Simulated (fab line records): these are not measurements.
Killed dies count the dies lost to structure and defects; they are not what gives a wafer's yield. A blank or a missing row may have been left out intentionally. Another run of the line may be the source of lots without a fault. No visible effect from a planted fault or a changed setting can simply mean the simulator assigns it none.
Struck lot and sound lot, side by side -- flow nand harc -- 17 steps out of a route of 1302
Sound: these wafers, L918.1, L918.4, L918.6. Struck: wafer L930.2 (left out: L930.1, L930.5 of the same lot, which were not struck); the cause appears at the end.
For every step that has rows: the tool of each side, followed by ch and its chambers, followed by its first start. Under that, the readings that differ: sound wafers -- struck wafers -- difference of the means -- sigmas: that difference in standard deviations of wafers without a fault.
alike: a reading whose means differ by less than 2 such deviations, as well as words and numbers matching on both sides. not compared: withheld readings; readings where some wafer has no value; bounds like >300 that might hide an equal value; numbers whose values overlap and for which the record gives no deviation.
The two part at a step that has a row with sigmas, a row that says differs or no value, or rows on one side only. When numbers do not overlap yet have no deviation, they are printed without sigmas and do not part them. A reading missing from all wafers of one side parts the sides only when that side holds two or more wafers.

NHARC_P_M2_INSPECT_11:
  struck on defect inspect-01, day 12 12:19; sound on defect inspect-02, day 6 23:26
  alike: raw defect count
NHARC_P_M2_DESCUM_14: chemistry O2, time 3 s.
  sound on rie diel-08 ch 0,1,3, day 6 23:31; struck on rie diel-08 ch 3, day 12 12:23
  alike: chamber pressure mTorr, drypump motor current A, oes product au, rf vpp V, showerhead plenum p Torr, throttle valve pct
  not compared: rf hours counter h
then, 1 step without rows for these wafers: NHARC_P_M2_ETCH_35 (etches the open film in N2/H2, target depth 40 nm, overetch 12 nm, time 43.94 s).
NHARC_P_M2_ETCH_15: etches the open film in C4F8/Ar, target depth 182.5 nm, time 91.2 s.
  sound on rie diel-08 ch 0,3; struck on rie diel-08 ch 0
reading,sound,struck,difference,sigmas
oes product au (a.u.),0.940 0.906 0.917,0.970,+0.049,+2
  alike: chamber pressure mTorr, rf fwd power W, rf vpp V
  not compared: rf hours counter h
NHARC_P_M2_CD_MEAS_16:
  struck on cd sem-03, day 12 12:41; sound on cd sem-01, day 6 23:48
  alike: cd nm
then, 3 steps without rows for these wafers: NHARC_P_M2_STRIP_18 (strips in N2/H2); NHARC_P_M2_ETCH_28 (etches the open film in CF4/N2, target depth 30 nm, time 72.99 s); NHARC_P_M2_STRIP_19 (strips in post etch residue remover, time 600 s).
NHARC_P_M2_DEGAS_29: time 60 s.
  struck on pvd sputter-02, day 12 13:25; sound on pvd sputter-02, day 7 00:31
  alike: heater power w
NHARC_P_M2_PRE_CLEAN_30: time 30 s.
  sound on pvd sputter-02; struck on pvd sputter-02
  alike: heater power w
then, 1 step without rows for these wafers: NHARC_P_M2_PVD_20 (deposits TaN, target thk 5 nm, time 8.06 s).
NHARC_P_M2_PVD_21: deposits Cu, target thk 30 nm, time 20.49 s.
  sound on pvd sputter-02; struck on pvd sputter-02
  alike: cathode dc power W, throttle valve pct
NHARC_P_M2_ECD_22: material Cu, target thk 400 nm.
  sound on ecd cu-02 ch 0,1, day 7 00:52; struck on ecd cu-02 ch 0,1, day 12 13:46
then, 1 step without rows for these wafers: NHARC_P_M2_ANNEAL_31 (time 90 s).
NHARC_P_M2_CMP_23: polishes, t overpolish 20 s, target thk 144.3 nm.
  sound on cmp-04 ch 1,2,3, day 7 01:35; struck on cmp-02 ch 3, day 12 14:31
reading,sound,struck,difference,sigmas
time to endpoint s (s),29.6 32.9 30.6,39.4,+8.4,+3
  alike: motor current A, slurry filter dp kPa
NHARC_P_M2_THK_MEAS_24: measures by xrf.
  struck on film metro-01, day 12 14:48; sound on film metro-02, day 7 01:55
  alike: thk nm
following that, these wafers have no rows for 1 step: NHARC_END_SORT_01.

WHERE THEY PART
At NHARC_P_M2_ETCH_15 first; at NHARC_P_M2_CMP_23 last (within this record only). Later steps at which nothing parts them and some readings are alike: NHARC_P_M2_THK_MEAS_24.

WHY: the cause the simulator had injected
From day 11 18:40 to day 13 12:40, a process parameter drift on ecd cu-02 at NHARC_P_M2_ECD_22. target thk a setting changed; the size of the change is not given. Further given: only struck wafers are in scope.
